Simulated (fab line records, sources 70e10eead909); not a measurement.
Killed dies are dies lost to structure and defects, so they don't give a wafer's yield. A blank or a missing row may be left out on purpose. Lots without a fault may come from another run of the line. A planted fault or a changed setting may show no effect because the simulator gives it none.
fab line records | flow nand_harc
record lots=6 wafers=18 last_day=33
route steps=1302 shown A_CONTACT@1003 END@1302
lots that met no fault: from a run of the same line without faults
start_h: hours from the record's first day to the start of the lot's first wafer shown | wait_h: hours since the lot's step before | " the same as in the row above | L1.1+2: a row that stands for several wafers | - no value, or no start given | * or withheld: withheld | < > ~ a bound
route shown NAME@n: a module of which the file shows steps, and the number in the route of the first | usual: mean/standard deviation of fault-free wafers | same: alike in all rows | chamber/n: place in a boat | sites: the reading at each site | _std_site: their standard deviation | _edge_site: outer sites' mean less inner sites' | radius_mm: how far each site lies from the wafer's centre | mask NAME#n: copy n | behind: the tool/chamber that last shaped the wafer | hold: why the lot was held/for how many hours/how that ended | device: the transistor (n, p or np) that didn't switch | end of line: the same wafers' tests at the end of the route | a step without rows: its recipe alone | killed: dies lost to structure and defects at the first sort, not the wafer's yield | map: a wafer's dies, x killed, . not, _ none there
set.NAME: the setting as run; set.NAME@STEP: as run at that earlier step | model.NAME: the simulator's own value behind a step, which no gauge read
lots at some steps of the route; a table a step, a row a wafer
services: from which hour (start_h, from the record's first day; less than 0 if before it) a tool's chamber was out of use, for how many hours, and why
## steps
# step NHARC_A_CONTACT_ETCH_50
# recipe target_depth_a=1210 time_s=60.5 cf4_flow_sccm=100 chf3_flow_sccm=30 ar_flow_sccm=0 rf_w=500 bias_w=200 chemistry=CF4/CHF3
# step NHARC_A_CONTACT_ETCH_51
# recipe target_depth_a=70000 over_etch_frac=0.3 time_s=1820 ion_energy_ev=150 o2_flow_sccm=400 cos_flow_sccm=20 ar_flow_sccm=0 rf_w=500 bias_w=300 chemistry=O2/COS
# usual drypump_motor_current_A=5.8/0.51 oes_product_au=0.998/0.015 rf_vpp_V=313.1/1.8 showerhead_plenum_p_Torr=3.05/0.11 throttle_valve_pct=28.330/0.0099
# same over_etch_frac=0.3
# columns lot.wafer tool chamber start_h wait_h drypump_motor_current_A oes_product_au rf_hours_counter_h rf_vpp_V showerhead_plenum_p_Torr throttle_valve_pct
L158.2 rie_diel-04 0 - - 6.0 0.996 51 313.8 3.13 28.346
L158.6 " 2 " " 5.2 1.037 - 314.5 3.11 28.321
L158.5 " 3 " " 5.4 1.004 - 309.5 2.94 28.327
L161.3 rie_diel-04 0 - - 6.0 0.991 4 313.3 3.13 28.315
L161.2 " 1 " " 5.5 0.996 4 312.7 3.04 28.339
L161.1 " 2 " " 5.2 1.017 4 313.2 3.11 28.338
L169.2 rie_diel-07 1 - - 5.5 1.010 26 313.7 3.09 28.317
L169.5 " 2 " " 5.9 0.984 - 313.2 3.10 28.331
L169.6 " 3 " " 6.1 0.984 - 310.4 2.91 28.340
L171.2 rie_diel-13 1 - - 6.2 1.001 41 312.3 2.95 28.321
L171.4 " 3 " " 5.9 1.015 47 311.9 3.03 28.343
L171.5 " 1 " " 6.2 0.997 - 311.1 2.96 28.326
L174.3 rie_diel-07 3 - - 6.1 0.978 6 313.3 2.91 28.338
L174.1 " 0 " " 6.6 0.989 7 310.8 2.98 28.347
L174.6 " 0 " " 6.6 0.991 - 312.3 2.98 28.318
L178.2 rie_diel-04 1 - - 5.5 1.005 0 312.6 3.01 28.326
L178.1 " 2 " " 5.1 1.016 0 313.6 3.08 28.332
L178.6 " 1 " " 5.5 0.993 - 311.8 3.01 28.339
# step NHARC_A_CONTACT_ETCH_111
# recipe source_w=withheld pressure_mtorr=20 bias_v=withheld time_s=140 target_depth_a=7000 ar_flow_sccm=withheld c4f8_flow_sccm=withheld o2_flow_sccm=withheld chemistry=C4F8/O2/Ar
# step NHARC_A_CONTACT_ETCH_112
# recipe source_w=withheld pressure_mtorr=20 bias_v=3000 time_s=190 target_depth_a=18500 ar_flow_sccm=withheld c4f8_flow_sccm=withheld o2_flow_sccm=withheld chemistry=C4F8/O2/Ar
# step NHARC_A_CONTACT_ETCH_113
# recipe source_w=withheld pressure_mtorr=20 bias_v=3000 time_s=190 target_depth_a=18500 ar_flow_sccm=withheld c4f8_flow_sccm=withheld o2_flow_sccm=withheld chemistry=C4F8/O2/Ar
# columns lot.wafer tool chamber start_h wait_h rf_hours_counter_h
L158.2 har_cap_etch-02 1 525.15 0.1 79
L158.6 " 1 " " -
L158.5 " 0 " " -
L161.1 har_cap_etch-01 0 556.77 0.1 8
L161.2 " 1 " " 8
L161.3 " 0 " " -
L169.2 har_cap_etch-01 0 645.48 0.2 22
L169.6 " 0 " " -
L169.5 " 1 " " -
L171.2 har_cap_etch-01 0 653.87 0.1 24
L171.4 " 0 " " -
L171.5 " 0 " " -
L174.1 har_cap_etch-02 0 691.34 0.1 106
L174.3 " 0 " " -
L174.6 " 1 " " -
L178.2 har_cap_etch-02 1 724.21 0.1 115
L178.1 " 0 " " 115
L178.6 " 0 " " -
# step NHARC_A_CONTACT_ETCH_114
# recipe source_w=withheld pressure_mtorr=20 bias_v=3000 time_s=190 target_depth_a=18500 ar_flow_sccm=withheld c4f8_flow_sccm=withheld o2_flow_sccm=withheld chemistry=C4F8/O2/Ar
# columns lot.wafer tool chamber start_h wait_h rf_hours_counter_h
L158.2 har_cap_etch-02 1 525.32 0.1 79
L158.6 " 1 " " -
L158.5 " 0 " " -
L161.1 har_cap_etch-01 0 556.94 0.1 8
L161.2 " 1 " " 8
L161.3 " 0 " " -
L169.2 har_cap_etch-01 0 645.70 0.2 22
L169.6 " 0 " " -
L169.5 " 1 " " -
L171.2 har_cap_etch-01 0 654.04 0.1 24
L171.4 " 0 " " -
L171.5 " 0 " " -
L174.1 har_cap_etch-02 0 691.51 0.1 106
L174.3 " 0 " " -
L174.6 " 1 " " -
L178.2 har_cap_etch-02 1 724.38 0.1 115
L178.1 " 0 " " 115
L178.6 " 0 " " -
# step NHARC_A_CONTACT_ETCH_115
# recipe source_w=withheld pressure_mtorr=20 bias_v=3000 time_s=190 target_depth_a=18500 ar_flow_sccm=withheld c4f8_flow_sccm=withheld o2_flow_sccm=withheld chemistry=C4F8/O2/Ar
# step NHARC_A_CONTACT_ETCH_116
# recipe source_w=withheld pressure_mtorr=20 bias_v=3000 time_s=190 target_depth_a=18500 ar_flow_sccm=withheld c4f8_flow_sccm=withheld o2_flow_sccm=withheld chemistry=C4F8/O2/Ar
# step NHARC_A_CONTACT_ETCH_117
# recipe source_w=withheld pressure_mtorr=20 bias_v=3000 time_s=190 target_depth_a=18500 ar_flow_sccm=withheld c4f8_flow_sccm=withheld o2_flow_sccm=withheld chemistry=C4F8/O2/Ar
# step NHARC_A_CONTACT_ETCH_118
# recipe source_w=withheld pressure_mtorr=20 bias_v=3000 time_s=190 target_depth_a=18500 ar_flow_sccm=withheld c4f8_flow_sccm=withheld o2_flow_sccm=withheld chemistry=C4F8/O2/Ar
# step NHARC_A_CONTACT_ETCH_119
# recipe source_w=withheld pressure_mtorr=20 bias_v=3000 time_s=190 target_depth_a=18500 ar_flow_sccm=withheld c4f8_flow_sccm=withheld o2_flow_sccm=withheld chemistry=C4F8/O2/Ar
# step NHARC_A_CONTACT_ETCH_120
# recipe source_w=withheld pressure_mtorr=20 bias_v=3000 time_s=190 target_depth_a=18500 ar_flow_sccm=withheld c4f8_flow_sccm=withheld o2_flow_sccm=withheld chemistry=C4F8/O2/Ar
# columns lot.wafer tool chamber start_h wait_h rf_hours_counter_h
L158.2 har_cap_etch-02 1 526.34 0.1 80
L158.6 " 1 " " -
L158.5 " 0 " " -
L161.1 har_cap_etch-01 0 557.97 0.1 9
L161.2 " 1 " " 9
L161.3 " 0 " " -
L169.2 har_cap_etch-01 0 647.06 0.2 23
L169.6 " 0 " " -
L169.5 " 1 " " -
L171.2 har_cap_etch-01 0 655.06 0.1 25
L171.4 " 0 " " -
L171.5 " 0 " " -
L174.1 har_cap_etch-02 0 692.54 0.1 107
L174.3 " 0 " " -
L174.6 " 1 " " -
L178.2 har_cap_etch-02 1 725.40 0.1 116
L178.1 " 0 " " 116
L178.6 " 0 " " -
# step NHARC_A_CONTACT_ETCH_121
# recipe source_w=withheld pressure_mtorr=20 bias_v=3000 time_s=190 target_depth_a=18500 ar_flow_sccm=withheld c4f8_flow_sccm=withheld o2_flow_sccm=withheld chemistry=C4F8/O2/Ar
# columns lot.wafer tool chamber start_h wait_h rf_hours_counter_h
L158.2 har_cap_etch-02 1 526.51 0.1 80
L158.6 " 1 " " -
L158.5 " 0 " " -
L161.1 har_cap_etch-01 0 558.14 0.1 9
L161.2 " 1 " " 9
L161.3 " 0 " " -
L169.2 har_cap_etch-01 0 647.29 0.2 23
L169.6 " 0 " " -
L169.5 " 1 " " -
L171.2 har_cap_etch-01 0 655.23 0.1 25
L171.4 " 0 " " -
L171.5 " 0 " " -
L174.1 har_cap_etch-02 0 692.71 0.1 107
L174.3 " 0 " " -
L174.6 " 1 " " -
L178.2 har_cap_etch-02 1 725.57 0.1 116
L178.1 " 0 " " 116
L178.6 " 0 " " -
# step NHARC_A_CONTACT_ETCH_122
# recipe source_w=withheld pressure_mtorr=20 bias_v=3000 time_s=190 target_depth_a=18500 ar_flow_sccm=withheld c4f8_flow_sccm=withheld o2_flow_sccm=withheld chemistry=C4F8/O2/Ar
# step NHARC_A_CONTACT_ETCH_123
# recipe source_w=withheld pressure_mtorr=20 bias_v=400 time_s=490 target_depth_a=21100 ar_flow_sccm=withheld c4f8_flow_sccm=11.5 o2_flow_sccm=7.2 chemistry=C4F8/O2/Ar
# step NHARC_A_CONTACT_ETCH_90
# recipe target_depth_a=400 over_etch_frac=0.5 time_s=85.7 ion_energy_ev=120 ch3f_flow_sccm=50 o2_flow_sccm=30 ar_flow_sccm=200 rf_w=500 bias_w=100 chemistry=CH3F/O2
# step NHARC_A_CONTACT_ETCH_96
# recipe target_depth_a=200 over_etch_frac=0.5 time_s=10 ion_energy_ev=250 c4f6_flow_sccm=25 o2_flow_sccm=20 ar_flow_sccm=500 rf_w=600 bias_w=500 chemistry=C4F6/O2
# step NHARC_A_CONTACT_CD_MEAS_53
# usual cd_nm=289.9/0.76
# columns lot.wafer tool chamber start_h wait_h cd_nm
L158.2 cd_sem-02 - 528.05 - 289.4
L158.5 " - " " 290.0
L158.6 " - " " 289.1
L161.1 cd_sem-03 - 559.67 - 290.8
L161.2 " - " " 290.0
L161.3 " - " " 289.4
L169.2 cd_sem-02 - 649.11 - 289.7
L169.5 " - " " 288.7
L169.6 " - " " 288.9
L171.2 cd_sem-01 - 656.85 - 290.1
L171.4 " - " " 288.6
L171.5 " - " " 290.6
L174.1 cd_sem-03 - 694.94 - 290.5
L174.3 " - " " 290.7
L174.6 " - " " 290.5
L178.1 cd_sem-02 - 727.11 - 288.5
L178.2 " - " " 288.0
L178.6 " - " " 288.8
# step NHARC_A_CONTACT_STRIP_99
# recipe n2_flow_sccm=150 h2_flow_sccm=150 ar_flow_sccm=0 bias_w=0 chemistry=N2/H2
# step NHARC_A_CONTACT_STRIP_100
# recipe cf4_flow_sccm=100 chf3_flow_sccm=30 ar_flow_sccm=0 bias_w=0 chemistry=CF4/CHF3
# step NHARC_A_CONTACT_STRIP_101
# recipe o2_flow_sccm=400 cos_flow_sccm=20 ar_flow_sccm=0 bias_w=0 chemistry=O2/COS
# step NHARC_A_CONTACT_ETCH_102
# recipe target_depth_a=1000 overetch_a=100 time_s=55 ion_energy_ev=100 cf4_flow_sccm=80 o2_flow_sccm=20 ar_flow_sccm=0 rf_w=300 bias_w=100 chemistry=CF4/O2
# step NHARC_A_CONTACT_STRIP_55
# recipe o2_flow_sccm=500 ar_flow_sccm=0 bias_w=0 chemistry=O2
# step NHARC_A_CONTACT_STRIP_56
# recipe time_s=600 temp_c=30 chemistry=post_etch_residue_remover
# step NHARC_A_CONTACT_DEP_57
# recipe target_thk_a=53000 temp_c=400 material=aC
# usual throttle_valve_pct=35.000/0.0098
# columns lot.wafer tool chamber start_h wait_h throttle_valve_pct
L158.2 acl_dep-03 0 533.07 - 34.998
L158.5 " 0 534.69 - 34.994
L158.6 " 0 " " 34.994
L161.1 acl_dep-02 0 561.68 - 35.010
L161.2 " 0 " " 34.981
L161.3 " 0 " " 35.001
L169.2 acl_dep-01 0 651.93 - 35.006
L169.5 " 0 653.54 - 34.994
L169.6 " 0 " " 35.013
L171.2 acl_dep-02 0 658.49 - 34.986
L171.4 " 0 659.56 - 34.991
L171.5 " 0 " " 35.002
L174.1 acl_dep-03 0 696.15 - 35.002
L174.3 " 0 697.23 - 34.982
L174.6 " 0 698.84 - 35.006
L178.1 acl_dep-03 0 729.11 - 34.989
L178.2 " 0 " " 35.020
L178.6 " 0 731.82 - 34.983
# step NHARC_A_CONTACT_DEP_58
# recipe target_thk_a=900 target_thk_nm=90 temp_c=400 pressure_torr=3.5 flow_sccm=200 rf_w=350 material=SiON
# step NHARC_A_CONTACT_DEHYDRATE_59
# recipe temp_c=150 time_s=120
# step NHARC_A_CONTACT_HMDS_60
# recipe time_s=30
# step NHARC_A_CONTACT_COAT_61
# recipe temp_c=260 time_s=75
# step NHARC_A_CONTACT_COAT_62
# recipe temp_c=225 time_s=65
# step NHARC_A_CONTACT_COAT_63
# recipe spin_rpm=1500 resist_thk_nm=90
# step NHARC_A_CONTACT_SOFTBAKE_64
# recipe temp_c=105 time_s=55
# step NHARC_A_CONTACT_EBR_65
# step NHARC_A_CONTACT_EXPOSE_66
# recipe na=1.35 sigma_outer=0.8 dose_mj=59.02 mask_id=A_CC_2
# step NHARC_A_CONTACT_PEB_67
# recipe peb_temp_c=100 peb_time_s=65
# step NHARC_A_CONTACT_DEVELOP_68
# recipe develop_time_s=35 dev_temp_c=23
# step NHARC_A_CONTACT_CD_MEAS_69
# recipe target_cd_nm=300 landing_energy_ev=500
# usual cd_nm=300.0/0.69
# columns lot.wafer tool chamber start_h wait_h cd_nm
L158.2 cd_sem-01 0 536.54 - 299.7
L158.5 " 0 " " 300.8
L158.6 " 0 " " 301.5
L161.1 cd_sem-03 0 565.61 - 300.1
L161.2 " 0 " " 298.9
L161.3 " 0 " " 300.0
L169.2 cd_sem-03 0 655.39 - 299.6
L169.5 " 0 " " 300.0
L169.6 " 0 " " 300.4
L171.2 cd_sem-02 0 661.91 - 301.1
L171.4 " 0 " " 300.9
L171.5 " 0 " " 301.1
L174.1 cd_sem-02 0 700.13 - 300.7
L174.3 " 0 " " 299.7
L174.6 " 0 " " 300.0
L178.1 cd_sem-03 0 733.19 - 300.2
L178.2 " 0 " " 300.5
L178.6 " 0 " " 299.1
# step NHARC_A_CONTACT_OVL_MEAS_70
# usual overlay_x_nm=0.1/0.73 overlay_y_nm=0.0/0.81
# columns lot.wafer tool chamber start_h wait_h overlay_x_nm overlay_y_nm
L158.2 overlay-02 - 536.62 - -0.5 0.5
L158.5 " - " " -0.1 0.6
L158.6 " - " " -1.0 0.5
L161.1 overlay-02 - 565.70 - -0.4 -0.3
L161.2 " - " " -1.0 -0.7
L161.3 " - " " 0.1 -0.9
L169.2 overlay-02 - 655.48 - 0.1 -0.7
L169.5 " - " " 0.6 -0.1
L169.6 " - " " 0.3 0.0
L171.2 overlay-01 - 662.00 - 0.2 2.3
L171.4 " - " " 0.5 2.3
L171.5 " - " " 0.7 1.9
L174.1 overlay-02 - 700.21 - 0.5 0.9
L174.3 " - " " 0.4 1.3
L174.6 " - " " 0.8 1.3
L178.1 overlay-01 - 733.28 - 1.4 -1.1
L178.2 " - " " 2.2 -1.6
L178.6 " - " " 1.8 -1.0
# step NHARC_A_CONTACT_DESCUM_74
# recipe time_s=3 o2_flow_sccm=200 ar_flow_sccm=0 bias_power_w=0 chemistry=O2
# usual drypump_motor_current_A=5.9/0.42 oes_product_au=0.994/0.013 rf_vpp_V=57.5/0.98 showerhead_plenum_p_Torr=1.86/0.062 throttle_valve_pct=11.310/0.008
# columns lot.wafer tool chamber start_h wait_h hold drypump_motor_current_A oes_product_au rf_hours_counter_h rf_vpp_V showerhead_plenum_p_Torr throttle_valve_pct
L158.2 rie_diel-07 3 536.72 0.1 - 6.1 0.974 7 57.7 1.78 11.312
L158.5 " 3 " " - 6.1 0.986 - 56.7 1.78 11.307
L158.6 " 0 " " - 6.6 0.997 - 57.0 1.83 11.306
L161.2 rie_diel-07 2 565.80 0.1 - 5.9 0.972 12 57.3 1.90 11.298
L161.1 " 0 " " - 6.6 0.991 13 58.0 1.83 11.308
L161.3 " 1 " " - 5.6 0.994 13 57.4 1.90 11.305
L169.2 rie_diel-13 3 666.01 10.3 await_dispo/10.2h/release 5.9 1.008 48 56.5 1.85 11.311
L169.5 " 2 " " await_dispo/10.2h/release 5.7 0.985 - 58.5 2.06 11.304
L169.6 " 3 " " await_dispo/10.2h/release 5.8 1.008 - 58.5 1.85 11.315
L171.4 rie_diel-07 0 666.31 4.1 await_dispo/4.0h/release 6.6 0.999 1 58.8 1.82 11.306
L171.2 " 1 " " await_dispo/4.0h/release 5.5 1.004 1 59.2 1.89 11.324
L171.5 " 2 " " await_dispo/4.0h/release 5.9 0.995 - 57.7 1.90 11.305
L174.1 rie_diel-04 0 700.32 0.1 - 6.0 0.993 51 56.7 1.90 11.324
L174.3 " 1 " " - 5.5 0.993 56 56.3 1.84 11.321
L174.6 " 3 " " - 5.4 1.019 - 56.5 1.78 11.314
L178.2 rie_diel-07 0 733.37 0.1 - 6.6 0.990 15 57.5 1.82 11.311
L178.1 " 3 " " - 6.1 0.976 16 58.0 1.77 11.317
L178.6 " 0 " " - 6.6 0.976 - 56.2 1.82 11.325
# step NHARC_A_CONTACT_ETCH_75
# recipe target_depth_a=390 over_etch_frac=0.3 time_s=65 ion_energy_ev=80 cf4_flow_sccm=150 ar_flow_sccm=0 rf_w=300 bias_w=100 chemistry=CF4
# step NHARC_END_SORT_01
# recipe temp_c=25
# usual killed_at_array=59/21 killed_at_other=0.8/1.1 killed_at_periphery=4.1/2.8 killed_dies=64/20 killed_open=3.1/1.7 killed_short=2.4/1.6
# same gross_dies=677
# columns lot.wafer tool chamber start_h wait_h killed_at_array killed_at_other killed_at_periphery killed_dies killed_open killed_short
L169.2 prober-01 0 732.44 2.9 158 0 13 171 4 1
L169.5 prober-01 0 734.87 3.7 163 0 4 167 1 1
L169.6 prober-01 0 735.68 4.0 155 0 13 168 0 2
L171.2 prober-02 0 748.27 2.8 176 0 7 183 3 2
L171.4 prober-02 0 749.88 3.4 168 0 10 178 2 4
L171.5 prober-02 0 750.68 3.7 170 0 4 174 1 2
# killed by level:class
L169.2 A_CONTACT:unspecified=90 A_CHANNEL_HOLE_D2:chamber_film_flake=27 A_CHANNEL_HOLE_D1:chamber_film_flake=21 P_CONTACT:chamber_film_flake=7 A_CONTACT:chamber_film_flake=7 P_GATE:chamber_film_flake=5 A_STAIRCASE:chamber_film_flake=4 A_DECK1_JOINT:chamber_film_flake=2
L169.5 A_CONTACT:unspecified=93 A_CHANNEL_HOLE_D1:chamber_film_flake=30 A_CHANNEL_HOLE_D2:chamber_film_flake=23 A_STAIRCASE:chamber_film_flake=5 A_CONTACT:chamber_film_flake=5 A_DECK1_JOINT:chamber_film_flake=3 P_GATE:chamber_film_flake=2 A_SLIT:chamber_film_flake=2
L169.6 A_CONTACT:unspecified=99 A_CHANNEL_HOLE_D1:chamber_film_flake=27 A_CHANNEL_HOLE_D2:chamber_film_flake=17 P_CONTACT:chamber_film_flake=7 P_GATE:chamber_film_flake=4 A_ZERO_WELL:chamber_film_flake=3 A_SLIT:chamber_film_flake=3 A_CONTACT:chamber_film_flake=3
L171.2 A_CONTACT:unspecified=99 A_SLIT:chamber_film_flake=28 A_CHANNEL_HOLE_D1:chamber_film_flake=23 A_CHANNEL_HOLE_D2:chamber_film_flake=17 P_M2:chamber_film_flake=5 A_STAIRCASE:chamber_film_flake=2 A_CHANNEL_HOLE_D1:geometric_particle:open=1 A_DECK1_JOINT:geometric_particle:open=1
L171.4 A_CONTACT:unspecified=87 A_SLIT:chamber_film_flake=26 A_CHANNEL_HOLE_D1:chamber_film_flake=24 A_CHANNEL_HOLE_D2:chamber_film_flake=23 P_M2:chamber_film_flake=5 P_GATE:chamber_film_flake=3 P_CONTACT:geometric_particle:open=2 A_SGD_CUT:geometric_particle:short=2
L171.5 A_CONTACT:unspecified=90 A_CHANNEL_HOLE_D1:chamber_film_flake=28 A_CHANNEL_HOLE_D2:chamber_film_flake=25 A_SLIT:chamber_film_flake=21 P_M2:chamber_film_flake=3 A_STAIRCASE:chamber_film_flake=3 A_SOURCE_PLATE:geometric_particle:short=1 A_DECK1_JOINT:geometric_particle:short=1
# map L169.2 (x killed, . not)
____________.____________
_________x......_________
_______x.........x_______
______xx.xxx.......______
_____xxxxx.........._____
____xxxxxx...........____
____..xx...x....x....____
___..x.x..............___
___.....x.............___
__.....x......x........__
__......x..............__
_......................._
_x......................_
_......................._
_.x..............x......_
_...x..................._
...................x.x...
.........x......x..x.....
xx.x...........x.xxxxx...
.......x....x..xxxxxx....
x.x...........xxxxxxx.x..
_............xxxxxxxxxx._
_x..........x.xxxxxxxxx._
_x..........x.xxxxxxxxx._
_.........xxx.xxxxxxxx.x_
_........xx.xxxxxxxx.x.._
__........xxxxxxxxxxxx.__
__.......xxxx..xxxxxx..__
___........xx.xxxxxx..___
___......xx.x..xxxxxx.___
____.....x..x....x...____
____......x.x.xx.x.x.____
_____.........x....._____
______......x......______
_______..........._______
_________x......_________
____________.____________
# map L171.2 (x killed, . not)
____________.____________
_________x......_________
_______xxxx......._______
______xx.xx........______
_____.xxxx.........._____
____.xx.x....x.......____
____xx.x.x...........____
___.x...x.............___
___.x.xx.....xx.......___
__.....................__
__.....................__
_...............x......._
_..x...................._
_x......................_
_......................._
_.................x....._
..................x......
.x.............x...x.x...
.x.............xxxxx.....
.............x.xxxxxxx...
.x......x.....xxxxxxx....
_....x......x.xxxxxxxx.._
_........x...xxxxxxxxx.._
_......x....xxxxxxxxxx.._
_........x..xxxxxxxxxxx._
_........xxxx.xxxxxxxx.._
__.....xxxxxxxxxxxxxx..__
__.....x.xxxx.xxxxxxxx.__
___.....xxxxxxxxxxxxxx___
___.....xxxxxxx.xx.xx.___
____....x.x.xxxxx....____
____.....xxxx........____
_____.....xx........_____
______.............______
_______....x....x._______
_________x......_________
____________.____________
## services
# columns tool chamber start_h hours kind
rie_diel-04 2 503.56 10.2 repair
rie_diel-07 0 504.77 - clean
rie_diel-07 1 504.77 - clean
rie_diel-07 2 504.77 - clean
rie_diel-07 3 504.77 - clean
har_cap_etch-01 0 514.00 - clean
har_cap_etch-01 0 514.00 - consumable_replace:focus_ring
har_cap_etch-01 1 514.00 - clean
har_cap_etch-01 1 514.00 - consumable_replace:focus_ring
rie_diel-13 - 520.07 9.0 pm
rie_diel-07 0 529.28 - clean
rie_diel-07 1 529.28 - clean
rie_diel-07 2 529.28 - clean
rie_diel-04 - 533.30 9.0 pm
acl_dep-01 - 556.74 13.0 pm
rie_diel-13 0 599.91 4.3 repair
acl_dep-02 - 607.12 13.0 pm
rie_diel-07 - 648.27 9.0 pm
acl_dep-03 - 666.48 13.0 pm
rie_diel-13 - 697.07 9.0 pm
rie_diel-07 0 697.23 3.6 repair
har_cap_etch-01 - 710.22 0.6 repair
rie_diel-04 - 710.98 9.0 pm
har_cap_etch-01 - 722.64 0.6 repair
## key
first_sign step=NHARC_END_SORT_01 reading=killed_dies direction=up sigmas=5.4 usual=64 struck=174
effect step=NHARC_END_SORT_01 reading=killed_at_array direction=up sigmas=5.1 usual=59 struck=165
more_kills_born_at NHARC_A_CONTACT_ETCH_121@har_cap_etch-01=556
met_at NHARC_A_CONTACT_ETCH_121
struck_wafers L169.2,L169.5,L169.6,L171.2,L171.4,L171.5
tester_left_out L169,L171
onset_between 558.14 647.29
also_fits NHARC_A_CONTACT_ETCH_113:har_cap_etch-01,NHARC_A_CONTACT_ETCH_114:har_cap_etch-01,NHARC_A_CONTACT_ETCH_120:har_cap_etch-01
fault kind=chamber_particle_source tool=har_cap_etch-01 chamber=- onset_h=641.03 steps=NHARC_A_CONTACT_ETCH_121 rate_per_visit_cm2=1.3594 end_h=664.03
# tester_left_out: of these lots the tester's yield and bins aren't shown, on N5 and GAA mostly nor the transistor test; their killed dies are dies lost to structure and defects alone, not to doping, threshold or leakage, so they don't give the yield
